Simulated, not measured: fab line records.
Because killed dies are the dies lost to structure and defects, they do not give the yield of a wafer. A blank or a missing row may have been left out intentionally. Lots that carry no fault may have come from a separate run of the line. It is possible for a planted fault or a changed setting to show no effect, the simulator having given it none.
fab line records | flow n5_finfet
[record] lots = 10 wafers = 30 last_day = 17
route steps=1938 shown BEOL_M4@1111 BEOL_M7@1310 BEOL_M8@1335 PASSIVATION@1936
lots that met no fault: taken from a fault-free run of the same line
start_h: the number of hours between the record's first day and the start of the first shown wafer of the lot | wait_h: hours from the lot's prior step to this one | " identical to the entry in the row above | L1.1+2: a row that stands for several wafers | - value missing, or start not given | * or withheld: withheld | < > ~ a bound
route shown NAME@n: names a module that has steps shown in the file, with the first one's number in the route | usual: mean and standard deviation over wafers with no fault | same: alike in all rows | chamber/n: place in a boat | sites: per-site readings | _std_site: standard deviation of those values | _edge_site: inner sites' mean taken away from outer sites' mean | radius_mm: how far each site lies from the wafer's centre | mask NAME#n: copy n | behind: the last tool/chamber to shape the wafer | hold: what put the lot on hold/how long, in hours/how the hold closed | device: the n, p or np transistor that did not switch | end of line: tests run on the same wafers once the route is complete | for a step that has no rows: nothing shown but its recipe | killed: not the wafer's yield, but the dies lost to structure and defects at the first sort | map: shows each die of a wafer: x if killed, . if not, _ if none is there
set.NAME: the setting as run; set.NAME@STEP: as run at that earlier step | model.NAME: the simulator's own value behind a step, which no gauge read
steps of the route over a sample of lots; a table a step, a row a wafer
services: a tool's chamber out of use, with start hour (start_h, from the record's first day; less than 0 if before it), hours out, and reason
[[steps]]
[step N5_BEOL_M4_RC_MEAS_101]
[usual] DIBL_N = 36.0/1.7 DIBL_P = 36.2/2.3 IOFF_N = 0.16/0.03 IOFF_P = 0.21/0.036 ION_N = 679/11 ION_P = 465/7.1 SS_N = 71.4/0.58 SS_P = 73.3/0.75 VT_N = 249/3.1 VT_P = -251/3.5
// columns lot.wafer tool chamber start_h wait_h DIBL_N[mV/V] DIBL_P[mV/V] IOFF_N[nA/um] IOFF_P[nA/um] ION_N[uA/um] ION_P[uA/um] SS_N[mV/dec] SS_P[mV/dec] VT_N[mV] VT_P[mV]
L502.1 prober-01 0 195.63 0.0 35.6 34.1 0.13 0.19 674 466 70.8 73.0 251 -250
L502.2 " 0 " " 35.3 33.5 0.13 0.18 663 456 70.8 74.0 251 -252
L502.4 " 0 " " 34.7 32.8 0.12 0.17 664 458 70.5 72.7 250 -253
L505.2 prober-02 0 206.34 0.2 36.7 36.3 0.16 0.21 684 467 70.8 73.6 249 -251
L505.3 " 0 " " 35.8 34.3 0.14 0.17 684 462 71.0 73.2 252 -254
L505.4 " 0 " " 35.3 34.4 0.14 0.18 674 462 70.6 72.6 251 -250
L504.2 prober-01 0 206.58 0.2 34.5 36.6 0.17 0.26 682 477 70.6 72.9 245 -245
L504.3 " 0 " " 35.3 36.7 0.18 0.25 685 473 71.1 72.7 245 -245
L504.6 " 0 " " 32.5 32.8 0.12 0.18 666 460 70.1 71.6 253 -249
L506.2 prober-02 0 207.27 0.5 36.0 36.1 0.16 0.22 680 466 71.1 73.6 250 -249
L506.4 " 0 " " 36.5 37.2 0.17 0.23 685 469 71.6 73.7 247 -246
L506.5 " 0 " " 37.4 38.2 0.18 0.25 682 469 72.0 74.6 248 -248
L515.4 prober-01 0 259.43 0.5 33.6 34.0 0.16 0.19 687 461 71.4 73.0 249 -254
L515.5 " 0 " " 35.7 35.9 0.18 0.20 697 464 71.6 73.0 247 -250
L515.6 " 0 " " 35.5 35.8 0.18 0.21 695 463 71.7 73.6 246 -250
L517.1 prober-01 0 267.34 0.0 36.2 35.9 0.15 0.17 675 463 70.9 73.1 249 -255
L517.3 " 0 " " 34.1 33.0 0.11 0.14 664 456 71.0 72.5 254 -258
L517.6 " 0 " " 34.0 33.6 0.11 0.15 664 462 70.4 71.6 254 -254
L518.1 prober-02 0 280.22 0.0 39.7 41.2 0.23 0.28 703 477 72.0 73.9 244 -247
L518.4 " 0 " " 36.6 37.7 0.15 0.22 672 469 71.9 73.8 249 -250
L518.5 " 0 " " 36.5 37.4 0.15 0.20 681 469 71.9 72.5 249 -250
L520.2 prober-02 0 306.69 0.2 36.4 37.7 0.16 0.22 681 469 71.8 73.6 249 -251
L520.3 " 0 " " 37.2 38.2 0.18 0.23 680 464 71.8 74.4 249 -252
L520.6 " 0 " " 38.1 39.5 0.20 0.25 699 476 71.8 74.7 245 -249
L521.2 prober-01 0 313.77 0.2 37.9 36.6 0.17 0.21 691 463 71.6 73.4 248 -250
L521.4 " 0 " " 38.5 37.6 0.20 0.24 696 469 71.7 74.8 245 -247
L521.5 " 0 " " 37.8 37.1 0.19 0.22 703 470 71.1 73.7 245 -249
L523.2 prober-01 0 316.38 0.2 37.0 37.6 0.16 0.22 687 469 71.7 73.4 250 -251
L523.3 " 0 " " 36.6 37.2 0.17 0.22 683 462 71.3 73.8 247 -252
L523.5 " 0 " " 38.6 39.7 0.20 0.27 688 470 72.0 74.9 245 -249
[step N5_BEOL_M7_STRIP_80]
[recipe] chemistry = N2/H2 time_s = 10 power_w = 450 temp_c = 40 pressure_mtorr = 20 rf_frequency_hz = 6e+07 bias_power_w = 7 n2_flow_sccm = 200 h2_flow_sccm = 200
[usual] drypump_motor_current_A = 5.8/0.42 n2_flow_sccm = 199.9/0.59 oes_product_au = 0.82/0.083 rf_vpp_V = 59.2/0.81 showerhead_plenum_p_Torr = 2.49/0.095 throttle_valve_pct = 23.62/0.2
// columns lot.wafer tool chamber start_h wait_h drypump_motor_current_A n2_flow_sccm oes_product_au rf_hours_counter_h rf_vpp_V showerhead_plenum_p_Torr throttle_valve_pct
L502.1 rie_diel-04 1 - - 6.2 201.0 0.79 112 60.0 2.56 23.60
L502.2 " 0 " " 6.3 199.2 0.77 127 58.6 2.33 23.75
L502.4 " 3 " " 6.0 199.9 0.93 20 59.2 2.49 23.39
L505.2 rie_diel-03 3 - - 6.3 199.2 0.79 120 59.7 2.66 23.43
L505.3 " 2 " " 5.6 199.9 0.83 73 59.2 2.57 23.58
L505.4 " 1 " " 5.8 200.5 0.93 18 60.3 2.61 23.73
L504.2 rie_diel-02 2 - - 5.8 199.3 0.67 242 59.7 2.51 23.67
L504.3 " 0 " " 5.0 198.8 0.77 165 57.9 2.35 23.82
L504.6 " 0 " " 5.0 199.7 0.77 - 58.1 2.35 23.83
L506.2 rie_diel-04 0 - - 6.4 200.5 0.76 132 58.4 2.33 23.76
L506.4 " 1 " " 6.2 199.2 0.78 117 59.3 2.56 23.59
L506.5 " 0 " " 6.4 200.4 0.75 - 59.6 2.33 23.74
L515.4 rie_diel-02 3 - - 5.5 201.3 0.70 196 60.0 2.51 23.55
L515.5 " 1 " " 5.2 199.7 0.86 - 59.4 2.47 23.50
L515.6 " 2 " " 5.8 200.1 1.00 - 60.3 2.51 23.53
L517.1 rie_diel-03 0 - - 5.4 200.0 0.70 217 59.5 2.51 24.24
L517.3 " 1 " " 5.8 200.5 0.89 33 60.2 2.60 23.75
L517.6 " 3 " " 6.3 200.2 0.78 - 59.1 2.65 23.46
L518.1 rie_diel-03 2 - - 5.7 199.3 0.80 92 58.9 2.56 23.59
L518.4 " 3 " " 6.3 200.7 0.78 139 59.9 2.65 23.45
L518.5 " 1 " " 5.8 199.7 0.89 - 59.3 2.60 23.76
L520.2 rie_diel-04 2 - - 5.5 199.8 0.88 41 59.8 2.57 23.53
L520.3 " 0 " " 6.3 199.9 0.74 160 58.3 2.32 23.77
L520.6 " 1 " " 6.2 200.6 0.76 - 59.4 2.55 23.63
L521.2 rie_diel-04 0 - - 6.4 200.0 0.74 162 58.9 2.32 23.80
L521.4 " 1 " " 6.2 199.6 0.76 146 58.8 2.54 23.62
L521.5 " 3 " " 6.0 200.5 0.86 - 59.0 2.47 23.42
L523.2 rie_diel-04 2 - - 5.5 200.6 0.87 45 58.4 2.57 23.53
L523.3 " 0 " " 6.4 199.6 0.74 164 58.5 2.32 23.77
L523.5 " 2 " " 5.5 200.2 0.87 - 59.9 2.57 23.56
[step N5_BEOL_M7_PRE_CLEAN_45]
[recipe] gas = H2/He time_s = 30 temp_c = 250
[usual] heater_power_w = 318/21
// columns lot.wafer tool chamber start_h wait_h heater_power_w
L502.1 pvd_sputter-03 - 223.21 0.0 293
L502.2 " - " " 340
L502.4 " - " " 330
L505.2 pvd_sputter-02 - 237.01 0.0 299
L505.3 " - " " 293
L505.4 " - " " 352
L504.2 pvd_sputter-01 - 237.37 0.0 345
L504.3 " - " " 308
L504.6 " - " " 343
L506.2 pvd_sputter-01 - 237.61 0.0 348
L506.4 " - " " 304
L506.5 " - " " 334
L515.4 pvd_sputter-01 - 293.01 0.0 307
L515.5 " - " " 339
L515.6 " - " " 345
L517.1 pvd_sputter-03 - 298.38 0.0 314
L517.3 " - " " 332
L517.6 " - " " 337
L518.1 pvd_sputter-03 - 306.36 0.0 283
L518.4 " - " " 310
L518.5 " - " " 325
L520.2 pvd_sputter-01 - 334.91 0.0 334
L520.3 " - " " 340
L520.6 " - " " 315
L521.2 pvd_sputter-02 - 340.34 0.0 279
L521.4 " - " " 289
L521.5 " - " " 300
L523.2 pvd_sputter-03 - 345.25 0.0 313
L523.3 " - " " 335
L523.5 " - " " 324
[step N5_BEOL_M8_PECVD_70]
[recipe] material = SiO2 target_thk_a = 200 temp_c = 400 precursor = TEOS/O2 pressure_torr = 5.5 rf_w = 450 teos_flow_sccm = 53.8 gas = O2 flow_sccm = 3000 time_s = 22.7
[usual] chamber_pressure_Torr = 5.499/0.011 heater_power_outer_w = 400/50 heater_power_w = 685/70 showerhead_plenum_p_Torr = 8.81/0.049 throttle_valve_pct = 22.0/1.3
// columns lot.wafer tool chamber start_h wait_h chamber_pressure_Torr heater_power_outer_w heater_power_w showerhead_plenum_p_Torr throttle_valve_pct
L502.1 pecvd-02 0 226.16 0.0 5.500 432 716 8.75 22.0
L502.2 " 1 " " 5.498 402 703 8.84 23.1
L502.4 " 1 " " 5.518 402 715 8.82 23.4
L504.2 pecvd-04 2 239.94 0.0 5.512 368 624 8.83 19.8
L504.3 " 1 " " 5.499 377 685 8.86 22.4
L504.6 " 2 " " 5.502 368 632 8.79 19.9
L506.2 pecvd-04 0 240.13 0.0 - - - - -
L506.4 " 2 " " - - - - -
L506.5 " 1 " " - - - - -
L505.2 pecvd-02 2 240.17 0.0 - - - - -
L505.3 " 1 " " - - - - -
L505.4 " 2 " " - - - - -
L515.4 pecvd-02 2 295.86 0.1 5.496 436 713 8.77 19.9
L515.5 " 1 " " 5.503 309 574 8.83 23.2
L515.6 " 0 " " 5.508 400 655 8.75 22.3
L517.1 pecvd-03 0 301.27 0.0 5.496 366 647 8.83 22.8
L517.3 " 2 " " 5.510 405 725 8.76 21.4
L517.6 " 1 " " 5.507 453 700 8.90 23.1
L518.1 pecvd-02 2 310.47 0.0 5.492 395 623 8.78 19.9
L518.4 " 1 " " 5.500 344 624 8.81 23.5
L518.5 " 0 " " 5.496 390 641 8.72 22.5
L520.2 pecvd-04 2 337.30 0.0 5.514 401 685 8.79 19.8
L520.3 " 1 " " 5.494 363 676 8.90 21.8
L520.6 " 2 " " 5.527 392 704 8.81 20.0
L521.2 pecvd-03 2 342.81 0.0 5.480 427 781 8.76 21.7
L521.4 " 0 " " 5.512 365 661 8.81 22.8
L521.5 " 2 " " 5.498 429 759 8.76 21.7
L523.2 pecvd-03 0 348.10 0.0 5.509 282 552 8.81 22.8
L523.3 " 2 " " 5.486 421 755 8.77 21.7
L523.5 " 0 " " 5.500 283 555 8.82 23.1
[step N5_BEOL_M8_CD_MEAS_11]
[recipe] target_cd_nm = 38.5 landing_energy_ev = 500 detector = se_inlens polarity = opening
[usual] cd_nm = 38.5/0.5
// columns lot.wafer tool chamber start_h wait_h cd_nm
L502.1 cd_sem-03 0 227.60 - 38.3
L502.2 " 0 " " 38.4
L502.4 " 0 " " 39.0
L504.2 cd_sem-01 0 241.67 - 38.0
L504.3 " 0 " " 38.3
L504.6 " 0 " " 38.7
L506.2 cd_sem-02 0 241.71 - 37.4
L506.4 " 0 " " 38.8
L506.5 " 0 " " 37.9
L505.2 cd_sem-01 0 241.95 - 38.6
L505.3 " 0 " " 39.2
L505.4 " 0 " " 38.6
L515.4 cd_sem-02 0 297.90 - 38.6
L515.5 " 0 " " 38.7
L515.6 " 0 " " 38.6
L517.1 cd_sem-01 0 302.38 - 39.6
L517.3 " 0 " " 39.4
L517.6 " 0 " " 38.4
L518.1 cd_sem-01 0 312.01 - 37.8
L518.4 " 0 " " 38.8
L518.5 " 0 " " 38.0
L520.2 cd_sem-01 0 338.20 - 38.1
L520.3 " 0 " " 38.1
L520.6 " 0 " " 38.5
L521.2 cd_sem-02 0 345.30 - 38.1
L521.4 " 0 " " 38.5
L521.5 " 0 " " 38.2
L523.2 cd_sem-02 0 349.35 - 39.0
L523.3 " 0 " " 38.7
L523.5 " 0 " " 38.4
[step N5_PASSIVATION_PROBE_49]
[usual] defect_limited_yield = 91.3/1.5 killed_at_M0_to_M3 = 31/11 killed_at_M4_up = 14/5.1 killed_at_contacts = 12/5.6 killed_at_front_end = 42/12 killed_at_other = 3.8/2.9 killed_dies = 103/18 killed_on_rim = 14/4.5 killed_open = 67/14 killed_short = 33/8 sort_bin_5_function = 5.1/1 sort_bin_6_memory = 3.2/0.75 sort_n_pass = 1077/18 sort_yield_pct = 91.3/1.5
[same] gross_dies = 1180 killed_at_back_side = 0 sort_bin_4_leakage[%] = 0 sort_bin_8_speed[%] = 0
// columns lot.wafer tool chamber start_h wait_h defect_limited_yield[%] killed_at_M0_to_M3 killed_at_M4_up killed_at_contacts killed_at_front_end killed_at_other killed_dies killed_on_rim killed_open killed_short sort_bin_5_function[%] sort_bin_6_memory[%] sort_n_pass sort_yield_pct[%]
L502.1 prober-01 - 306.22 0.0 92.6 26 12 7 34 8 87 13 53 33 4.7 2.5 1093 92.6
L502.2 prober-01 - 306.27 0.1 90.7 34 10 5 55 6 110 19 73 33 5.8 3.3 1070 90.7
L502.4 prober-01 - 306.37 0.2 88.0 28 8 20 81 5 142 25 82 48 6.5 4.3 1038 88.0
L504.2 prober-02 - 314.68 0.1 89.7 33 19 10 57 2 121 19 80 37 5.5 4.2 1059 89.7
L504.3 prober-02 - 314.73 0.2 90.7 20 13 16 60 1 110 15 73 34 4.9 4.0 1070 90.7
L504.6 prober-02 - 314.88 0.3 89.8 47 20 5 47 1 120 18 69 50 5.9 3.9 1060 89.8
L505.2 prober-02 - 315.87 0.1 64.0 17 346 25 37 0 425 113 62 40 31.9 3.2 755 64.0
L505.3 prober-02 - 315.92 0.1 65.8 19 342 10 32 0 403 113 59 17 31.4 2.3 777 65.8
L505.4 prober-02 - 315.97 0.2 64.2 18 332 16 54 3 423 123 81 25 32.7 2.5 757 64.2
L506.2 prober-01 - 331.52 0.1 63.5 37 334 14 40 6 431 14 87 31 31.4 5.0 749 63.5
L506.4 prober-01 - 331.62 0.2 63.1 22 357 13 43 1 436 109 68 23 34.0 2.8 744 63.1
L506.5 prober-01 - 331.67 0.2 65.3 31 342 3 33 1 410 91 52 34 32.3 2.2 770 65.3
L515.4 prober-01 - 368.49 0.2 90.8 34 12 6 44 12 108 19 66 42 4.9 3.9 1072 90.8
L515.5 prober-01 - 368.54 0.2 91.9 20 17 16 41 2 96 11 77 19 4.0 4.1 1084 91.9
L515.6 prober-01 - 368.59 0.3 91.5 32 17 9 34 8 100 13 69 31 5.6 2.5 1080 91.5
L517.1 prober-02 - 380.43 0.0 92.9 18 10 7 44 5 84 10 55 29 3.7 3.1 1096 92.9
L517.3 prober-02 - 380.53 0.1 92.3 43 12 3 28 5 91 8 54 33 5.0 1.9 1089 92.3
L517.6 prober-02 - 380.68 0.3 90.8 40 13 12 41 2 108 19 68 39 4.2 4.4 1072 90.8
L518.1 prober-01 - 384.76 0.0 92.7 32 8 16 28 2 86 11 56 28 4.5 2.5 1094 92.7
L518.4 prober-01 - 384.91 0.2 91.7 40 10 5 37 6 98 17 58 34 4.5 3.0 1082 91.7
L518.5 prober-01 - 384.96 0.2 93.8 26 14 11 20 2 73 6 46 27 3.2 3.0 1107 93.8
L520.2 prober-01 - 407.40 0.1 86.8 52 19 26 55 4 156 17 106 48 8.4 4.6 1024 86.8
L520.3 prober-01 - 407.45 0.1 89.2 22 17 30 47 12 128 20 76 49 6.9 3.4 1052 89.2
L520.6 prober-01 - 407.60 0.3 90.3 38 14 23 37 3 115 12 85 29 6.4 3.2 1065 90.3
L521.2 prober-01 - 415.77 0.1 88.0 54 20 13 49 6 142 18 90 51 6.9 4.5 1038 88.0
L521.4 prober-01 - 415.87 0.2 91.8 39 14 13 24 7 97 8 56 39 4.2 3.6 1083 91.8
L521.5 prober-01 - 415.92 0.2 89.0 51 19 12 45 3 130 14 89 39 6.7 3.6 1050 89.0
L523.2 prober-01 - 416.41 0.1 90.9 36 10 9 47 5 107 11 70 31 4.2 4.2 1073 90.9
L523.3 prober-01 - 416.46 0.1 90.7 27 19 14 48 2 110 13 72 38 5.6 3.4 1070 90.7
L523.5 prober-01 - 416.56 0.2 92.6 19 12 7 47 2 87 10 56 31 4.6 2.5 1093 92.6
// killed by level:class
L502.1 STI_FIN_REVEAL:geometric_particle:open=13 BEOL_M3:geometric_particle:short=9 FIN_SAQP:geometric_particle:open=8 BEOL_M5:geometric_particle:open=6 MOL_CONTACT_COAG:geometric_particle:open=5 BEOL_M0_SAQP:geometric_particle:open=5 BEOL_M0_SAQP:geometric_particle:short=4 BEOL_M2:geometric_particle:open=4
L502.2 FIN_SAQP:geometric_particle:open=21 STI_FIN_REVEAL:geometric_particle:open=10 FIN_SAQP:geometric_particle:short=9 BEOL_M0_SAQP:geometric_particle:short=8 BEOL_M2:geometric_particle:open=7 BEOL_M4:geometric_particle:open=7 BEOL_M3:geometric_particle:open=6 STARTING-WAFER:geometric_particle:short=5
L502.4 STI_FIN_REVEAL:geometric_particle:open=21 MOL_CONTACT_COAG:geometric_particle:open=16 FIN_SAQP:geometric_particle:short=13 BEOL_M2:geometric_particle:open=9 HKMG_FIN:area_etch=8 FIN_SAQP:geometric_particle:open=6 STI_FIN_REVEAL:geometric_particle:short=6 BEOL_M0_SAQP:geometric_particle:short=6
L504.2 STI_FIN_REVEAL:geometric_particle:open=26 BEOL_M0_SAQP:geometric_particle:open=14 MOL_CONTACT_COAG:geometric_particle:open=10 FIN_SAQP:geometric_particle:short=9 BEOL_M0_SAQP:geometric_particle:short=5 BEOL_M1:geometric_particle:open=5 GATE_CUT:geometric_particle:short=4 BEOL_M5:geometric_particle:open=4
L504.3 STI_FIN_REVEAL:geometric_particle:open=16 MOL_CONTACT_COAG:geometric_particle:open=16 FIN_SAQP:geometric_particle:short=10 FIN_SAQP:geometric_particle:open=9 BEOL_M0_SAQP:geometric_particle:open=6 BEOL_M4:geometric_particle:open=6 BEOL_M1:geometric_particle:open=5 BEOL_M0_SAQP:geometric_particle:short=5
L504.6 BEOL_M0_SAQP:geometric_particle:short=15 BEOL_M0_SAQP:geometric_particle:open=14 FIN_SAQP:geometric_particle:short=9 GATE_CUT:geometric_particle:short=9 BEOL_M4:geometric_particle:open=9 BEOL_M1:geometric_particle:open=8 STI_FIN_REVEAL:geometric_particle:open=8 FIN_SAQP:geometric_particle:open=7
L505.2 BEOL_M8:area_pecvd=319 MOL_CONTACT_COAG:geometric_particle:open=21 BEOL_M4:geometric_particle:short=14 STI_FIN_REVEAL:geometric_particle:open=10 GATE_CUT:geometric_particle:short=5 BEOL_M0_SAQP:geometric_particle:short=5 BEOL_M4:geometric_particle:open=5 ILD0:geometric_particle:open=4
L505.3 BEOL_M8:area_pecvd=327 MOL_CONTACT_COAG:geometric_particle:open=10 FIN_SAQP:geometric_particle:open=8 BEOL_M0_SAQP:geometric_particle:open=7 BEOL_M4:geometric_particle:open=6 STI_FIN_REVEAL:geometric_particle:open=5 DUMMY_GATE:geometric_particle:open=5 FIN_SAQP:geometric_particle:short=3
L505.4 BEOL_M8:area_pecvd=314 STI_FIN_REVEAL:geometric_particle:open=15 MOL_CONTACT_COAG:geometric_particle:open=15 FIN_SAQP:geometric_particle:open=12 BEOL_M3:geometric_particle:open=7 BEOL_M4:geometric_particle:open=7 DUMMY_GATE:geometric_particle:open=6 FIN_SAQP:geometric_particle:short=5
L506.2 BEOL_M8:area_pecvd=313 MOL_CONTACT_COAG:geometric_particle:open=12 STI_FIN_REVEAL:geometric_particle:open=11 BEOL_M4:geometric_particle:open=11 BEOL_M3:geometric_particle:open=8 FIN_SAQP:geometric_particle:open=5 FIN_SAQP:geometric_particle:short=5 BEOL_M0_SAQP:geometric_particle:short=5
L506.4 BEOL_M8:area_pecvd=345 STI_FIN_REVEAL:geometric_particle:open=21 MOL_CONTACT_COAG:geometric_particle:open=12 BEOL_M4:geometric_particle:open=5 FIN_SAQP:geometric_particle:open=4 GATE_CUT:geometric_particle:short=4 BEOL_M0_SAQP:geometric_particle:open=4 BEOL_M0_SAQP:geometric_particle:short=4
L506.5 BEOL_M8:area_pecvd=324 FIN_SAQP:geometric_particle:short=11 BEOL_M4:geometric_particle:open=11 BEOL_M0_SAQP:geometric_particle:short=8 BEOL_M0_SAQP:geometric_particle:open=7 BEOL_M2:geometric_particle:open=6 FIN_SAQP:geometric_particle:open=4 DUMMY_GATE:geometric_particle:open=4
L515.4 STI_FIN_REVEAL:geometric_particle:open=16 BEOL_M0_SAQP:geometric_particle:short=12 BEOL_M2:geometric_particle:open=8 FIN_SAQP:geometric_particle:open=6 BEOL_M0_SAQP:geometric_particle:open=6 BEOL_M1:geometric_particle:open=6 FIN_SAQP:geometric_particle:short=5 MOL_CONTACT_COAG:geometric_particle:open=5
L515.5 STI_FIN_REVEAL:geometric_particle:open=16 MOL_CONTACT_COAG:geometric_particle:open=15 FIN_SAQP:geometric_particle:open=10 BEOL_M4:geometric_particle:open=9 BEOL_M0_SAQP:geometric_particle:open=5 BEOL_M5:geometric_particle:open=5 FIN_SAQP:geometric_particle:short=4 BEOL_M1:geometric_particle:open=4
L515.6 BEOL_M1:geometric_particle:open=12 FIN_SAQP:geometric_particle:open=10 STI_FIN_REVEAL:geometric_particle:open=10 BEOL_M4:geometric_particle:open=9 MOL_CONTACT_COAG:geometric_particle:open=6 BEOL_M0_SAQP:geometric_particle:short=6 BEOL_M0_SAQP:geometric_particle:open=5 BEOL_M1:geometric_particle:short=5
L517.1 FIN_SAQP:geometric_particle:open=12 STI_FIN_REVEAL:geometric_particle:open=12 FIN_SAQP:geometric_particle:short=11 MOL_CONTACT_COAG:geometric_particle:open=5 BEOL_M0_SAQP:geometric_particle:short=4 BEOL_M1:geometric_particle:open=4 DUMMY_GATE:geometric_particle:open=3 BEOL_M3:geometric_particle:open=3
L517.3 BEOL_M3:geometric_particle:open=10 BEOL_M0_SAQP:geometric_particle:short=8 BEOL_M1:geometric_particle:open=7 FIN_SAQP:geometric_particle:short=6 BEOL_M2:geometric_particle:open=6 BEOL_M0_SAQP:geometric_particle:open=5 FIN_SAQP:geometric_particle:open=4 GATE_CUT:geometric_particle:open=4
L517.6 FIN_SAQP:geometric_particle:open=18 BEOL_M3:geometric_particle:open=10 MOL_CONTACT_COAG:geometric_particle:open=8 FIN_SAQP:geometric_particle:short=7 BEOL_M2:geometric_particle:open=5 STI_FIN_REVEAL:geometric_particle:open=4 DUMMY_GATE:geometric_particle:open=4 BEOL_M0:geometric_particle:open=4
L518.1 MOL_CONTACT_COAG:geometric_particle:open=12 STI_FIN_REVEAL:geometric_particle:open=9 BEOL_M0_SAQP:geometric_particle:open=9 BEOL_M0_SAQP:geometric_particle:short=6 BEOL_M1:geometric_particle:short=5 GATE_CUT:geometric_particle:short=4 MOL_CONTACT_COAG:geometric_particle:short=4 BEOL_M2:geometric_particle:open=4
L518.4 BEOL_M1:geometric_particle:open=9 STI_FIN_REVEAL:geometric_particle:open=8 BEOL_M1:geometric_particle:short=8 BEOL_M0_SAQP:geometric_particle:short=7 BEOL_M0_SAQP:geometric_particle:open=7 BEOL_M4:geometric_particle:open=6 HKMG_FIN:area_etch=6 GATE_CUT:geometric_particle:short=5
L518.5 MOL_CONTACT_COAG:geometric_particle:open=8 BEOL_M1:geometric_particle:open=7 STARTING-WAFER:geometric_particle:open=5 BEOL_M3:geometric_particle:open=4 STARTING-WAFER:geometric_particle:short=4 DUMMY_GATE:geometric_particle:short=3 MOL_CONTACT_COAG:geometric_particle:short=3 BEOL_M0_SAQP:geometric_particle:open=3
L520.2 FIN_SAQP:geometric_particle:open=21 MOL_CONTACT_COAG:geometric_particle:open=20 FIN_SAQP:geometric_particle:short=14 BEOL_M4:geometric_particle:open=14 BEOL_M2:geometric_particle:open=11 BEOL_M3:geometric_particle:open=11 BEOL_M0_SAQP:geometric_particle:open=8 BEOL_M2:geometric_particle:short=8
L520.3 MOL_CONTACT_COAG:geometric_particle:open=18 FIN_SAQP:geometric_particle:short=14 FIN_SAQP:geometric_particle:open=13 MOL_CONTACT_COAG:geometric_particle:short=12 PAD_METAL:geometric_particle:open=7 GATE_CUT:geometric_particle:short=6 BEOL_M3:geometric_particle:open=6 BEOL_M1:geometric_particle:open=5
L520.6 MOL_CONTACT_COAG:geometric_particle:open=20 BEOL_M2:geometric_particle:open=14 FIN_SAQP:geometric_particle:open=13 FIN_SAQP:geometric_particle:short=13 BEOL_M3:geometric_particle:open=8 BEOL_M1:geometric_particle:open=7 BEOL_M4:geometric_particle:open=5 BEOL_M0_SAQP:geometric_particle:open=4
L521.2 BEOL_M0_SAQP:geometric_particle:open=19 BEOL_M0_SAQP:geometric_particle:short=17 FIN_SAQP:geometric_particle:short=16 MOL_CONTACT_COAG:geometric_particle:open=10 BEOL_M4:geometric_particle:open=9 FIN_SAQP:geometric_particle:open=8 BEOL_M1:geometric_particle:open=8 STI_FIN_REVEAL:geometric_particle:open=4
L521.4 BEOL_M0_SAQP:geometric_particle:short=10 MOL_CONTACT_COAG:geometric_particle:open=9 BEOL_M2:geometric_particle:short=7 BEOL_M2:geometric_particle:open=7 FIN_SAQP:geometric_particle:open=6 GATE_CUT:geometric_particle:open=6 BEOL_M1:geometric_particle:open=6 BEOL_M0_SAQP:geometric_particle:open=6
L521.5 BEOL_M0_SAQP:geometric_particle:short=14 BEOL_M0_SAQP:geometric_particle:open=13 FIN_SAQP:geometric_particle:open=10 MOL_CONTACT_COAG:geometric_particle:open=10 BEOL_M4:geometric_particle:open=10 BEOL_M1:geometric_particle:open=9 BEOL_M2:geometric_particle:open=6 DUMMY_GATE:geometric_particle:open=5
L523.2 BEOL_M1:geometric_particle:open=10 FIN_SAQP:geometric_particle:open=8 FIN_SAQP:geometric_particle:short=7 STI_FIN_REVEAL:geometric_particle:open=7 MOL_CONTACT_COAG:geometric_particle:open=7 HKMG_FIN:area_etch=6 BEOL_M0:geometric_particle:open=5 DUMMY_GATE:geometric_particle:open=4
L523.3 STI_FIN_REVEAL:geometric_particle:open=9 MOL_CONTACT_COAG:geometric_particle:open=9 BEOL_M4:geometric_particle:open=9 FIN_SAQP:geometric_particle:open=8 BEOL_M3:geometric_particle:open=7 FIN_SAQP:geometric_particle:short=6 BEOL_M1:geometric_particle:open=5 MOL_CONTACT_COAG:geometric_particle:short=5
L523.5 FIN_SAQP:geometric_particle:open=15 FIN_SAQP:geometric_particle:short=10 MOL_CONTACT_COAG:geometric_particle:open=7 STI_FIN_REVEAL:geometric_particle:open=5 BEOL_M2:geometric_particle:open=5 STI_FIN_REVEAL:geometric_particle:short=3 GATE_CUT:geometric_particle:short=3 BEOL_M0_SAQP:geometric_particle:short=3
[[services]]
// columns tool chamber start_h hours kind
rie_diel-02 1 204.40 10.7 repair
pecvd-02 0 226.37 5.5 scheduled_down
pecvd-02 0 233.12 2.1 scheduled_down
rie_diel-03 0 239.43 7.2 repair
rie_diel-02 0 259.82 6.2 repair
rie_diel-02 2 266.34 - clean
rie_diel-02 2 266.34 - consumable_replace:focus_ring
rie_diel-02 2 266.34 18.4 scheduled_down
rie_diel-02 2 266.34 18.4 vent_cycle
rie_diel-04 2 277.56 5.6 repair
pecvd-04 1 287.77 1.9 repair
pecvd-04 2 296.36 2.1 scheduled_down
pecvd-02 - 316.12 14.6 pm
rie_diel-03 3 325.77 3.3 repair
pecvd-04 - 326.25 2.8 pm
pecvd-04 2 329.76 6.5 repair
pecvd-02 - 340.21 4.0 repair
[[key]]
[first_sign] step = N5_BEOL_M8_PECVD_70 reading = tool_record direction = missing
[effect] step = N5_PASSIVATION_PROBE_49 reading = killed_at_M4_up direction = up sigmas = 64 usual = 14 struck = 342
[more_kills_born_at] N5_BEOL_M8_PECVD_70@pecvd-04 = 982 N5_BEOL_M8_PECVD_70@pecvd-02 = 960
met_at N5_BEOL_M8_PECVD_70
struck_lots L505,L506
not_acting_at N5_BEOL_M7_STRIP_80,N5_BEOL_M7_PRE_CLEAN_45,N5_BEOL_M8_CD_MEAS_11
onset_between 239.94 240.13
[fault] kind = skipped_step_whole tool = pecvd-02,pecvd-04 chamber = - onset_h = 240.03 steps = N5_BEOL_M8_PECVD_70 scope = struck_lots_only
